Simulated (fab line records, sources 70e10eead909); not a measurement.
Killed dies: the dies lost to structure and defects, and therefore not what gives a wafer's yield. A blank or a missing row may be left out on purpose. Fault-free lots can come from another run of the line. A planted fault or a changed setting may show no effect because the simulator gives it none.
Struck lot and sound lot, side by side || flow nand-harc || 13 steps out of a route of 1159
Sound: wafers L111.1, L111.3, L111.5. Struck: wafers L126.1, L126.5, L126.6. The cause is named last.
Each step with rows lists, per side, the tool, then ch with its chambers, then its first start. Under that, the readings that differ: sound wafers || struck wafers || difference of the means || sigmas: that difference in standard deviations of wafers without a fault.
alike: same words and numbers on both sides, and readings whose means sit less than 2 such deviations apart. not compared: any withheld reading, any reading some wafer has no value for, any bound like >300 that may hide the same value, and any number with overlapping values for which the record gives no deviation.
A row with sigmas, a row that says differs or no value, or rows on one side alone: a step with any of these is where the two part. When numbers do not overlap yet have no deviation, they are printed without sigmas and do not part them. A reading missing from all wafers of one side parts the sides only when that side holds two or more wafers.

NHARC_A_STAIRCASE_CMP_472: polishes SiO2.
  sound on cmp-04 ch 0,3, day 14 04:38; struck on cmp-01 ch 0,3, day 18 06:14
  alike: motor-current-A
next, for these wafers, 1 step has no rows: NHARC_A_STAIRCASE_SRD_474.
NHARC_A_STAIRCASE_INSPECT_155:
  sound on defect-inspect-02 at day 14 04:59; struck on defect-inspect-01 at day 18 06:34
  alike: raw-defect-count
NHARC_A_SGD_CUT_DEP_00: deposits SiNx, target thk 50 nm.
  sound on pecvd-04 ch 0,2, day 14 05:03; struck on pecvd-03 ch 0,2, day 18 06:41
{"reading": "heater-power-w (W)", "sound": "791 728 760", "struck": "526 524 586", "difference": -214, "sigmas": -2}
then, 7 steps without rows for these wafers: NHARC_A_SGD_CUT_DEHYDRATE_01 (time 120 s); NHARC_A_SGD_CUT_HMDS_02 (time 30 s); NHARC_A_SGD_CUT_COAT_56 (time 75 s); NHARC_A_SGD_CUT_COAT_57 (time 65 s); NHARC_A_SGD_CUT_COAT_03 (resist thk 90 nm); NHARC_A_SGD_CUT_SOFTBAKE_04 (time 55 s); NHARC_A_SGD_CUT_EBR_05.
NHARC_A_SGD_CUT_EXPOSE_06: exposes mask SGD.
  struck on arfi-scanner-02, day 18 07:18; sound on arfi-scanner-03 ch 0, day 14 05:38
  no value came back on the struck wafers for exposure-dose-mJ-cm2, focus-offset-nm (nm); on the sound wafers exposure-dose-mJ-cm2 reads 85.65 85.61 85.61
  alike: mask
then, 1 step without rows for these wafers: NHARC_A_SGD_CUT_PEB_07 (peb time 65 s).

WHERE THEY PART
At NHARC_A_SGD_CUT_DEP_00 first; at NHARC_A_SGD_CUT_EXPOSE_06 last (within this record only).

WHY: the cause the simulator had injected
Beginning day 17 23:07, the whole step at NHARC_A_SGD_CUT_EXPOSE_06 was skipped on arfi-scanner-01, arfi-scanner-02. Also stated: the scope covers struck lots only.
